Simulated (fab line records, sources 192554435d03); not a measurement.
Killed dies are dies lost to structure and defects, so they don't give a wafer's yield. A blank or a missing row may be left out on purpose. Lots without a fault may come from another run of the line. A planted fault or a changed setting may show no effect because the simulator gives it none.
Split-lot experiment | flow n5_finfet | 7 lots, 21 wafers read, on a route of 1938 steps

THE SPLIT
At N5_FIN_SAQP_SPACER1_ALD_24 (deposits SiO2, target thk 20.3 nm, pulse time 1 s, purge time 2 s), the setting ald_cycles was moved away from the recipe's 218 on 5 of the 21 wafers read, by -12.8% to +14.2%. The other wafers ran this setting at the recipe's value.

FROM THE SPLIT TO THE READING: what the file shows between them, 2 steps
- N5_FIN_SAQP_SPACER1_ETCHBACK_25: etches SiO2 in CHF3/O2, target depth 24.4 nm, time 12.2 s
- N5_FIN_SAQP_MANDREL1_REMOVE_56: chemistry HBr/Cl2/O2, target a-Si, stops on SiNx, bt time 10 s

THE READING
cd_nm, in nm, at N5_FIN_SAQP_CD_MEAS_27 (target cd 20 nm). Fault-free wafers of this fab line usually give 20.29 nm, standard deviation 0.23 nm.

wafer  | tool, chamber at the split | ald_cycles as run | against the recipe | cd_nm, nm | against lot-mates on the recipe
L079.1 | ald_sin-04, 1              | 218               | recipe             | 20.38     | -
L079.4 | ald_sin-04, 3              | 218               | recipe             | 20.31     | -
L079.5 | ald_sin-04, 0              | 248               | +13.8%             | 23.20     | +2.86
L081.2 | ald_sin-04, 1,0            | 218               | recipe             | 20.18     | -
L081.3 | ald_sin-04, 1,0            | 218               | recipe             | 20.66     | -
L081.6 | ald_sin-04, 1              | 249               | +14.2%             | 23.27     | +2.85
L083.1 | ald_sin-04, 1,3            | 218               | recipe             | 20.61     | -
L083.3 | ald_sin-04, 1,3            | 218               | recipe             | 20.51     | -
L083.5 | ald_sin-04, 1              | 218               | recipe             | 20.13     | -
L086.3 | ald_sin-04, 0              | 218               | recipe             | 20.56     | -
L086.5 | ald_sin-04, 2              | 218               | recipe             | 20.08     | -
L086.6 | ald_sin-04, 1              | 190               | -12.8%             | 17.95     | -2.37
L090.1 | ald_sin-04, 1,3            | 197               | -9.6%              | 18.37     | -2.36
L090.5 | ald_sin-04, 1,3            | 197               | -9.6%              | 18.23     | -2.50
L090.6 | ald_sin-04, 0              | 218               | recipe             | 20.73     | -
L091.1 | ald_sin-02, 1              | 218               | recipe             | 19.91     | -
L091.2 | ald_sin-02, 0              | 218               | recipe             | 20.36     | -
L091.5 | ald_sin-02, 0              | 218               | recipe             | 20.40     | -
L092.4 | ald_sin-04, 0,1            | 218               | recipe             | 20.31     | -
L092.5 | ald_sin-04, 2              | 218               | recipe             | 20.33     | -
L092.6 | ald_sin-04, 0,1            | 218               | recipe             | 20.27     | -
Where a row lists several chambers, the file gives one row for several wafers and doesn't say which wafer went through which chamber.

THE FIT
A straight line over all 21 wafers: cd_nm changes by +0.204 nm for each +1% of ald_cycles; r = +0.99; the points scatter about the line by 0.21 nm.
The same after taking each lot's own level away (the mean of its wafers on the recipe; 21 wafers): +0.211 nm for each +1%; r = +0.99; scatter 0.22 nm.
On that fit, the largest move of ald_cycles shifts the reading by 3 nm.
The lots' own levels span 20.223 to 20.730 nm, that is 2.2 times the standard deviation above.
So the lot-to-lot level changes the slope little: the two slopes agree.
Check: with one of the wafers moved furthest among these (+14.2%) left out of the fit, the line predicts +3.04 nm for it against its lot-mates. It came out at +2.85 nm against them.

OTHER SPLITS ON THESE WAFERS
These wafers also went through other splits before the reading. Each is held against what the fit with the lots' levels taken away leaves over:
other split on the same wafers  | wafers away from the commonest value | r with cd_nm (lot level and that fit taken away)
N5_ZERO_LAYER_PECVD_02 time_s   | 2                                    | +0.41
N5_ZERO_LAYER_COAT_05 spin_rpm  | 6                                    | +0.34
N5_ZERO_LAYER_EXPOSE_08 dose_mj | 10                                   | +0.00
N5_WELL_APT_COAT_02 spin_rpm    | 8                                    | +0.30

THE WHOLE CHAIN: every reading that the file lists as answering this split, in the file's order
step                           | what it does                                                      | reading                                                                                 | change (the file's fit)               | r (the file's)
N5_FIN_SAQP_SPACER1_ALD_24     | deposits SiO2, target thk 20.3 nm, pulse time 1 s, purge time 2 s | SiO2_of_FIN_SAQP_SPACER1_ALD_24.thk_nm (the simulator's own value, which no gauge read) | +0.202 nm for each +1% of the setting | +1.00
N5_FIN_SAQP_MANDREL1_REMOVE_56 | chemistry HBr/Cl2/O2, target a-Si, stops on SiNx, bt time 10 s    | FIN_SAQP.cd_nm (the simulator's own value, which no gauge read)                         | +0.206 nm for each +1% of the setting | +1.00
N5_FIN_SAQP_CD_MEAS_27         | target cd 20 nm                                                   | cd_nm                                                                                   | +0.206 nm for each +1% of the setting | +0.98

THE FILE'S OWN FIT
cd_nm changes by +0.206 nm for each +1% of ald_cycles, r = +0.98.
